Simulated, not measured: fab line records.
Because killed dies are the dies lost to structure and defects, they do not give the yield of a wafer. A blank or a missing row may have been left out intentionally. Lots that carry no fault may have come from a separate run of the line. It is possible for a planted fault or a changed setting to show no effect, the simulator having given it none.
Problem report in the 8D (eight disciplines) form, filled by code | flow n5_finfet | the parts of the form that need people (team, actions taken, sign-off) are left out

== 1. PROBLEM STATEMENT ==
bias_w at N5_PASSIVATION_ETCH_15 reads a mean of 75.66 W on 1 wafer of 1 lot; wafers without a fault read 70.00 W with a standard deviation of 0.21. Relative to the usual mean, that is a shift of +27 standard deviations.
The step: etches SiCN in CF4/N2, target depth 75 nm, time 81.2 s.
Seen first at day 17 01:56 on rie_diel-02, wafer L913.1. The record holds 15 wafers of 5 lots with a number at this step. The rule behind "out" and "out of limits": a value lying over 4 standard deviations away from the usual mean. Any other wafer with a number is counted as sound.

== 2. WHAT IT IS AND WHAT IT IS NOT ==
question                    | is                | is not
which readings at this step | bias_w, rf_vpp_V  | drypump_motor_current_A, oes_product_au, showerhead_plenum_p_Torr, throttle_valve_pct
which lots                  | L913              | L900, L902, L906, L918
which wafers of those lots  | L913.1            | L913.2, L913.6
read on which tools         | rie_diel-02       | rie_diel-05, rie_diel-06
when                        | from day 17 01:56 | up to then (11 sound wafers); but 3 sound wafers of L918 came after

== 3. THE SUSPECTS, EACH WITH WHAT RULES IT OUT ==
Counting: if a tool at a process step up to the reading ran every lot that is out, it stays a suspect. Sound lots after the first of them don't rule it out here, since some wafers of a struck lot are sound.
- rie_diel-02 at N5_PASSIVATION_DESCUM_12 (chemistry O2, time 7.9 s): kept. It processed L913, the lot that is out, at day 17 01:32, and its most recent sound lot before then was L900 at day 13 06:53.
- rie_diel-02 at N5_PASSIVATION_PASS_ETCH_74 (etches SiNx in CF4/O2, target depth 220 nm, time 110 s): kept. It processed L913, the lot that is out, at day 17 01:37, and its most recent sound lot before then was L900 at day 13 06:58.
- rie_diel-02 at N5_PASSIVATION_VIA_ETCH_13 (etches SiO2 in CHF3/O2, target depth 660 nm, time 330 s): kept. It processed L913, the lot that is out, at day 17 01:42, and its most recent sound lot before then was L900 at day 13 07:03.
- rie_diel-02 at N5_PASSIVATION_STRIP_14 (strips in O2): kept. It processed L913, the lot that is out, at day 17 01:54, and its most recent sound lot before then was L900 at day 13 07:14.
- rie_diel-02 at N5_PASSIVATION_ETCH_15 (etches SiCN in CF4/N2, target depth 75 nm, time 81.2 s): kept. It processed L913, the lot that is out, at day 17 01:56, and its most recent sound lot before then was L900 at day 13 07:17. Its own bias_w, rf_vpp_V readings are out on those wafers.
- rie_diel-02, N5_PASSIVATION_DESCUM_12: wafers that are out in chamber 0, sound lot-mates in chambers 2, 3.
- rie_diel-02, N5_PASSIVATION_PASS_ETCH_74: wafers that are out in chamber 0, sound lot-mates in chambers 2, 3.
- rie_diel-02, N5_PASSIVATION_VIA_ETCH_13: wafers that are out in chamber 0, sound lot-mates in chambers 2, 3.
- rie_diel-02, N5_PASSIVATION_STRIP_14: wafers that are out in chamber 0, sound lot-mates in chambers 2, 3.
- rie_diel-02, N5_PASSIVATION_ETCH_15: wafers that are out in chamber 0, sound lot-mates in chambers 2, 3.
Left after counting: rie_diel-02 at N5_PASSIVATION_DESCUM_12, rie_diel-02 at N5_PASSIVATION_PASS_ETCH_74, rie_diel-02 at N5_PASSIVATION_VIA_ETCH_13, rie_diel-02 at N5_PASSIVATION_STRIP_14, rie_diel-02 at N5_PASSIVATION_ETCH_15.

== 4. THE CAUSE (what the simulator had put in) ==
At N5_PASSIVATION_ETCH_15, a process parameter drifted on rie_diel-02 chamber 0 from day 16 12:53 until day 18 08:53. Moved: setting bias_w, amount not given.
Of the 5 suspects that counting leaves, this tool is one.

== 5. THE EFFECT CHAIN, in route order ==
Each row: a reading whose mean over the struck wafers that have a number lies more than 3 standard deviations from the usual. Readings are gone through only where the record gives a usual standard deviation; hours: the median, over the lots, of the time from a lot's start at the first step in this table giving one to that lot's start at this step; sigmas: the change measured in usual standard deviations.
hours | step                   | reading  | usual   | on struck wafers | change | sigmas
0     | N5_PASSIVATION_ETCH_15 | bias_w   | 70.00 W | 75.66            | +5.66  | +27
0     | N5_PASSIVATION_ETCH_15 | rf_vpp_V | 382.4 V | 401.8            | +19.4  | +9.7
Here are the process steps it includes:
- N5_PASSIVATION_ETCH_15: etches SiCN in CF4/N2, target depth 75 nm, time 81.2 s.

== 6. WHAT WOULD HAVE CAUGHT IT SOONER ==
First out-of-limits reading in this record: day 17 01:56, which is 13 hours after fault onset at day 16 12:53.
